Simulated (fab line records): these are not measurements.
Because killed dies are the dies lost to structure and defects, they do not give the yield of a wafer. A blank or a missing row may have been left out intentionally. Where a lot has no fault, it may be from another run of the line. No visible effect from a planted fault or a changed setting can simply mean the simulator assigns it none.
fab line records | flow n5-finfet
[record] lots = 5 wafers = 12 last-day = 21
route steps=1938 shown BEOL_M7@1320 BEOL_M8@1332
lots that met no fault: from a run of the same line without faults
start-h: the number of hours between the record's first day and the start of the first shown wafer of the lot | wait-h: hours from the lot's prior step to this one | " the same as in the row above | L1.1+2: one row covering several wafers at once | - value missing, or start not given | * or withheld: withheld | < > ~ a bound
route shown NAME@n: names a module that has steps shown in the file, with the first one's number in the route | usual: mean/standard deviation of fault-free wafers | same: alike in all rows | chamber/n: place in a boat | sites: per-site readings | _std_site: standard deviation of those values | _edge_site: mean of outer sites minus mean of inner sites | radius-mm: how far each site lies from the wafer's centre | mask NAME#n: copy n | behind: the tool/chamber that last shaped the wafer | hold: why the lot was held/for how many hours/how that ended | device: which transistor (n, p or np) failed to switch | end of line: tests of these same wafers at the route's end | for a step that has no rows: nothing shown but its recipe | killed: at the first sort, the dies lost to defects and structure; wafer yield is something else | map: per-die view of a wafer (x killed, . not killed, _ where there is no die)
set.NAME: setting as actually run; set.NAME@STEP: the setting as run at that earlier step | model.NAME: the simulator's own value behind a step, which no gauge read
a table for each step, a row for each wafer; lots at some steps of the route
services: the hour from which a tool's chamber was out of use, counted from the record's first day as start-h (under 0 if before that day), plus the number of hours and why
[[steps]]
[step N5_BEOL_M7_ALD_77]
[recipe] material = TaN target-thk-a = 20 temp-c = 275 ald-precursor-family = PDMAT ald-co-reactant = NH3 pressure-torr = 3 carrier-flow-sccm = 1500 pulse-time-s = 2 purge-time-s = 3 co-reactant-purge-time-s = 2 co-reactant-pulse-time-s = 3 ald-cycles = 40 precursor-vessel-temp-c = 75 precursor-vessel-pressure-torr = 26.25 precursor-vessel-carrier-sccm = 1000
[step N5_BEOL_M7_SURFACE_TREAT_79]
[recipe] gas = Ar time-s = * ion-energy-ev = * ion-current-ma-cm2 = 0.5 pressure-mtorr = * ar-flow-sccm = 30
[step N5_BEOL_M7_CVD_78]
[recipe] material = Co target-thk-a = 20 temp-c = withheld precursor = CCTBA/H2 pressure-torr = 30 time-s = 142.3
[step N5_BEOL_M7_SPUTTER_48]
[recipe] material = Cu target-thk-a = 100 temp-c = -20 bias-v = 60 power-w = 26000 chamber-pressure-pa = 0.13 time-s = 1.667
[step N5_BEOL_M7_ECD_50]
[recipe] material = Cu target-thk-a = 3000
[step N5_BEOL_M7_ANNEAL_51]
[recipe] temp-c = 225 time-s = 90 ambient = N2
[step N5_BEOL_M7_CMP_52]
[recipe] stop-on = SiCOH_lowk t-overpolish-s = 6.9 down-force-psi = 1 platen-rpm = 50 clearing-platen-down-force-psi = 1.5 clearing-platen-rpm = 50 post-cmp-clean = cu-alkaline target-thk-nm = 80 clearing-platen-pad-velocity-m-s = 0.99484 pad-velocity-m-s = 0.99484
[step N5_BEOL_M7_PRE_CLEAN_55]
[recipe] gas = NH3 time-s = 15 temp-c = withheld rf-power-w = 300
[step N5_BEOL_M7_DEP_56]
[recipe] material = SiCN target-thk-a = 100 temp-c = withheld precursor = 3MS/NH3 pressure-torr = 3 rf-w = 202 time-s = 17.5
[step N5_BEOL_M8_ILD_DEP_00]
[recipe] material = SiCOH_lowk target-thk-a = 1797.5 temp-c = 300 precursor = DEMS/porogen pressure-torr = 5 rf-w = 500 time-s = 33.4
[usual] heater-power-w = 290/40 showerhead-plenum-p-Torr = 5.731/0.013 throttle-valve-pct = 13.9/0.48
// columns lot.wafer tool chamber start-h wait-h heater-power-w showerhead-plenum-p-Torr throttle-valve-pct model.SiCOH_lowk_of_BEOL_M8_ILD_DEP_00.thk-nm
L140.2 pecvd-02 2 280.59 0.0 284 5.727 13.5 178.8
L140.5 " 1 " " 234 5.740 13.5 179
L140.6 " 2 " " 301 5.730 13.5 180
L149.3 pecvd-02 0 388.42 0.0 371 5.752 14.2 178
L149.4 " 2 " " 227 5.726 13.9 149.2
L158.1 pecvd-04 0 401.28 0.0 320 5.723 13.9 178.6
L158.2 " 2 " " 258 5.722 14.2 182.6
L158.6 " 2 " " 255 5.717 14.5 184.8
L153.4 pecvd-02 2 420.41 0.1 268 5.735 13.4 147.6
L153.6 " 0 " " 323 5.732 14.2 146.2
L150.4 pecvd-02 0 427.16 0.1 371 5.751 14.3 145.6
L150.6 " 1 " " 212 5.761 13.3 146
[step N5_BEOL_M8_CURE_74]
[recipe] temp-c = 385 time-s = 240 ambient = He/Ar material = SiCOH_lowk
[step N5_BEOL_M8_THK_MEAS_01]
[recipe] reads = SiCOH_lowk_of_BEOL_M8_ILD_DEP_00
[usual] M8_ILD_THK = 155.0/1.9
// columns lot.wafer tool chamber start-h wait-h M8_ILD_THK[nm]
L140.2 film-metro-02 - 281.19 0.4 154.1
L140.5 " - " " 154.2
L140.6 " - " " 155.2
L149.3 film-metro-01 - 388.99 0.3 153.5
L149.4 " - " " 128.4
L158.1 film-metro-01 - 401.86 0.4 154.1
L158.2 " - " " 157.4
L158.6 " - " " 159.3
L153.4 film-metro-02 - 420.97 0.2 127.1
L153.6 " - " " 125.7
L150.4 film-metro-01 - 427.83 0.2 125.4
L150.6 " - " " 125.7
[step N5_BEOL_M8_PECVD_70]
[recipe] material = SiO2 target-thk-a = 200 temp-c = 400 precursor = TEOS/O2 pressure-torr = 5.5 rf-w = 450 teos-flow-sccm = 53.8 gas = O2 flow-sccm = 3000 time-s = 22.7
[step N5_BEOL_M8_HM_DEP_02]
[recipe] material = TiN target-thk-a = 200 temp-c = 25 chamber-pressure-pa = 0.49996
[step N5_BEOL_M8_COAT_59]
[recipe] resist = SOC temp-c = 250 time-s = 60 spin-rpm = 1500 resist-thk-nm = 100
[step N5_BEOL_M8_COAT_60]
[recipe] resist = SiARC temp-c = 220 time-s = 60 spin-rpm = 1500 resist-thk-nm = 35
[step N5_BEOL_M8_COAT_05]
[recipe] resist = CAR-ArF spin-rpm = 1500 resist-thk-nm = 90
[step N5_BEOL_M8_EBR_07]
[recipe] solvent = PGMEA ebr-width-mm = 1.5
[step N5_BEOL_M8_SOFTBAKE_06]
[recipe] temp-c = 110 time-s = 60 resist = CAR-ArF
[step N5_BEOL_M8_EXPOSE_08]
[recipe] mask-id = M8 na = 1.35 source-shape = dipole sigma-inner = 0.817 sigma-outer = 0.97 polarization = te dose-mj = 68.25
[step N5_BEOL_M8_PEB_09]
[recipe] peb-temp-c = withheld peb-time-s = 60 resist = CAR-ArF
[step N5_BEOL_M8_DEVELOP_10]
[recipe] develop-time-s = 30 developer = TMAH resist = CAR-ArF rinse-liquid = diw dry = air-spin dev-temp-c = 23
[step N5_BEOL_M8_DESCUM_16]
[recipe] chemistry = O2 time-s = 7.9 source-power-w = 50 bias-power-w = 20 pressure-mtorr = 20 rf-frequency-hz = 2.712e+07 temp-c = 40 resist = CAR-ArF o2-flow-sccm = 225
[step N5_BEOL_M8_ETCH_61]
[recipe] chemistry = CF4 target = SiARC target-depth-a = 455 mask-material = CAR-ArF time-s = 75.8 ion-energy-ev = 80 pressure-mtorr = 40 source-w = 545 bias-w = 36 Ar_flow_sccm = 100 cf4-flow-sccm = 100 ends = cleared
[step N5_BEOL_M8_ETCH_62]
[recipe] chemistry = N2/H2 target = SOC target-depth-a = 1100 overetch-a = 220 mask-material = SiARC temp-c = 40 time-s = 165 ion-energy-ev = 200 pressure-mtorr = 30 source-w = 840 bias-w = 150 n2-flow-sccm = 200 h2-flow-sccm = 200
[step N5_BEOL_M8_STRIP_68]
[recipe] chemistry = N2/H2 temp-c = 40 n2-flow-sccm = 200 h2-flow-sccm = 200 rf-frequency-hz = 6e+07
[step N5_BEOL_M8_STRIP_67]
[recipe] chemistry = CF4 resist = SiARC power-w = 300 bias-power-w = 75 pressure-mtorr = 50 cf4-flow-sccm = 150 rf-frequency-hz = 6e+07
[step N5_BEOL_M8_HM_OPEN_17]
[recipe] chemistry = Cl2/BCl3 target-depth-a = 200 overetch-a = 60 target = TiN mask-material = SOC ion-energy-ev = 150 pressure-mtorr = 10 icp-w = 1000 bias-w = 126 Cl2_flow_sccm = 53.25 bcl3-flow-sccm = 21.75 Ar_flow_sccm = 25
[step N5_BEOL_M8_STRIP_19]
[recipe] chemistry = O2 power-w = 400 temp-c = 40 pressure-mtorr = 30 rf-frequency-hz = 6e+07 bias-power-w = 0 overash-fraction = 0.2 o2-flow-sccm = 225
[step N5_BEOL_M8_COAT_63]
[recipe] resist = SOC temp-c = 250 time-s = 60 spin-rpm = 1500 resist-thk-nm = 60
[step N5_BEOL_M8_COAT_64]
[recipe] resist = SiARC temp-c = 220 time-s = 60 spin-rpm = 1500 resist-thk-nm = 12
[step N5_BEOL_M8_COAT_71]
[recipe] resist = underlayer temp-c = 205 time-s = 60 spin-rpm = 1500 resist-thk-nm = 5
[step N5_BEOL_M8_COAT_22]
[recipe] resist = CAR-EUV spin-rpm = 1500 resist-thk-nm = 30
[step N5_BEOL_M8_EBR_24]
[recipe] solvent = PGMEA ebr-width-mm = 1.5
[step N5_BEOL_M8_SOFTBAKE_23]
[recipe] temp-c = 110 time-s = 60 resist = CAR-EUV
[step N5_BEOL_M8_CMP_52]
[recipe] stop-on = SiCOH_lowk t-overpolish-s = 6.9 down-force-psi = 1 platen-rpm = 50 clearing-platen-down-force-psi = 1.5 clearing-platen-rpm = 50 post-cmp-clean = cu-alkaline target-thk-nm = 80 clearing-platen-pad-velocity-m-s = 0.99484 pad-velocity-m-s = 0.99484
[usual] clearing-platen-down-force-psi = 1.5000/0.0029 motor-current-A = 6.1/0.58 retaining-ring-pressure-frac = 1.000/0.0042
// columns lot.wafer tool chamber start-h wait-h clearing-platen-down-force-psi motor-current-A retaining-ring-pressure-frac model.SiCOH_lowk_of_BEOL_M8_ILD_DEP_00.thk-nm
L140.2 cmp-03 0 286.81 0.3 1.5052 6.0 1.004 151.2
L140.6 " 1 " " 1.5024 6.3 0.998 152.2
L140.5 " 2 " " 1.5017 5.5 1.008 151.4
L149.4 cmp-03 3 397.94 0.2 1.4974 6.3 0.998 125.4
L149.3 " 0 " " 1.4975 6.1 1.001 150.4
L158.1 cmp-02 3 412.03 0.5 1.4992 4.9 0.999 151
L158.2 " 1 " " 1.4982 6.3 1.007 154.6
L158.6 " 2 " " 1.5007 7.1 1.005 156.4
L153.4 cmp-04 1 426.39 0.2 1.5017 7.3 1.009 124.2
L153.6 " 2 " " 1.4971 6.0 1.002 122.8
L150.4 cmp-04 2 435.27 0.2 1.4981 5.9 0.995 122.4
L150.6 " 0 " " 1.5004 5.8 0.998 122.6
[[services]]
// columns tool chamber start-h hours kind
cmp-04 - 264.82 0.8 repair
cmp-03 - 270.86 1.0 repair
pecvd-02 0 274.67 30.8 repair
cmp-04 - 288.21 0.8 repair
cmp-02 - 291.63 4.0 pm
cmp-02 - 295.63 - consumable-replace:conditioner
cmp-02 - 295.98 4.2 pm
cmp-03 - 303.08 2.8 repair
cmp-02 - 303.40 0.6 repair
cmp-04 - 303.73 2.6 repair
cmp-03 - 313.46 4.0 pm
cmp-03 - 317.46 - consumable-replace:conditioner
cmp-03 - 317.46 - consumable-replace:pad
cmp-03 - 336.82 3.6 repair
pecvd-02 2 337.97 16.0 repair
pecvd-04 - 343.78 0.7 repair
pecvd-02 1 350.57 5.5 scheduled-down
pecvd-02 2 355.96 3.8 repair
cmp-03 - 357.64 2.2 pm
cmp-02 - 393.48 1.2 repair
cmp-04 - 410.30 0.6 repair
pecvd-04 1 411.59 7.1 repair
cmp-03 - 416.98 0.5 repair
cmp-02 - 434.92 0.9 repair
[[key]]
[first-sign] step = N5_BEOL_M8_THK_MEAS_01 reading = M8_ILD_THK direction = down sigmas = 15 usual = 155.0 struck = 126.4
effect none on later readings
[model-effect] step = N5_BEOL_M8_ILD_DEP_00 value = SiCOH_lowk_of_BEOL_M8_ILD_DEP_00.thk-nm without = 181.2 struck = 146.9
[model-effect] step = N5_BEOL_M8_CMP_52 value = SiCOH_lowk_of_BEOL_M8_ILD_DEP_00.thk-nm without = 153.3 struck = 123.5
met-at N5_BEOL_M8_ILD_DEP_00
struck-wafers L149.4,L150.4,L150.6,L153.4,L153.6
onset-between 280.59 388.42
[fault] kind = process-parameter-drift tool = pecvd-02 chamber = - onset-h = 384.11 steps = N5_BEOL_M8_ILD_DEP_00 channel = time-s offset = * shape = step end-h = 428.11 scope = struck-wafers-only acts-in = * stated = *
